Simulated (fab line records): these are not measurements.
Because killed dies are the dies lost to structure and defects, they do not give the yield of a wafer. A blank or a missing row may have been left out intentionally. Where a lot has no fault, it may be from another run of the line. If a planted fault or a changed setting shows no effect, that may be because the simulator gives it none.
Which of the tools did it? -- flow n5_finfet -- 8 lots with 24 wafers sampled at 4 steps, on a route of 1938 steps

== WHAT THE GAUGES SHOWED, per wafer ==
N5_BEOL_M0_SAQP_INSPECT_42: inspects for defects (brightfield).
lot,measured,on,raw_defect_count
L248,day 6 07:48,defect_inspect-01,311 234 286
L249,day 6 10:26,defect_inspect-02,312 290 357
L250,day 6 16:14,defect_inspect-02,288 213 258
L251,day 6 20:28,defect_inspect-02,223 186 181
L255,day 7 21:28,defect_inspect-02,485 310 315
L259,day 8 22:14,defect_inspect-01,1300 1448 1485
L261,day 9 08:32,defect_inspect-02,1670 1665 1702
L269,day 11 11:34,defect_inspect-01,302 214 276

== EACH LOT AND THE TOOL THAT RAN IT (in order: tool; ch and the chambers of the sampled wafers; start) ==
lot,N5_BEOL_M0_SAQP_MANDREL_ETCH_103,N5_BEOL_M0_SAQP_STRIP_108,N5_BEOL_M0_SAQP_RECESS_109
L248,"rie_si-04 ch 0,1,3, day 6 05:38","rie_diel-01 ch 0,1,2, day 6 06:18","vapor_etch-01 ch 0,1, day 6 06:31"
L249,"rie_si-02 ch 0,1,3, day 6 08:26","rie_diel-02 ch 0,2, day 6 09:04","vapor_etch-01 ch 1, day 6 09:07"
L250,"rie_si-03 ch 0,2, day 6 14:16","rie_diel-06 ch 1,3, day 6 14:53","vapor_etch-01 ch 0, day 6 14:57"
L251,"rie_si-02 ch 1,3, day 6 18:13","rie_diel-01 ch 1,3, day 6 18:50","vapor_etch-01 ch 0,1, day 6 19:10"
L255,"rie_si-02 ch 1,2, day 7 19:16","rie_diel-06 ch 0,1,2, day 7 19:54","vapor_etch-01 ch 0,1, day 7 19:58"
L259,"rie_si-02 ch 0,1,2, day 8 20:16","rie_diel-06 ch 1,2,3, day 8 20:53","vapor_etch-01 ch 0,1, day 8 20:57"
L261,"rie_si-03 ch 0,1,2, day 9 06:22","rie_diel-06 ch 0,1,3, day 9 06:59","vapor_etch-01 ch 0,1, day 9 07:03"
L269,"rie_si-03 ch 0,2,3, day 11 09:36","rie_diel-06 ch 1,2,3, day 11 10:14","vapor_etch-02 ch 0,1, day 11 10:17"
- N5_BEOL_M0_SAQP_MANDREL_ETCH_103: etches a-Si in HBr/Cl2, stops on SiCN, target depth 45 nm, bt time 10 s, time 27 s.
- N5_BEOL_M0_SAQP_STRIP_108: strips in N2/H2.
- N5_BEOL_M0_SAQP_RECESS_109: chemistry HF/NH3, target SiO2, target depth 3 nm, afs cycles 1, sublimation time 60 s.

== THE ANSWER, worked out from the rows above alone ==
Rule: the usual values come from the lots themselves. Put in order of their means at a reading, lots are off if they are a third of the lots or fewer, leave a main group of 4 or more, and stand apart from it by a gap of 3 or more times the standard deviation of the main group's means; of several such gaps the widest counts. A main group is skipped when, at the precision printed for the reading in the tables above, its means are all equal. A lot without any number at a reading at which 4 lots or more have one is off too. Any other lot the step has rows for is counted as sound.
Off, at N5_BEOL_M0_SAQP_INSPECT_42 on raw_defect_count: L259, L261. The main group has a mean of 280 with a standard deviation of 54.
If a tool, at a process step before that reading, ran all the lots that are off and no sound lot after the first of them, it fits. Gauges at N5_BEOL_M0_SAQP_INSPECT_42: tried the same way as those tools. One fits: N5_BEOL_M0_SAQP_RECESS_109 on vapor_etch-01. Its last sound lot is L255 (day 7 19:58), its first lot that is off L259 (day 8 20:57): a fault that began between those two fits.

== WHAT THE SIMULATOR PUT IN ==
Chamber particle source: vapor_etch-01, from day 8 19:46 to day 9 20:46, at N5_BEOL_M0_SAQP_RECESS_109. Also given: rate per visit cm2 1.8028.
Shown lots that were struck: L259, L261. Same finding as the rule above.
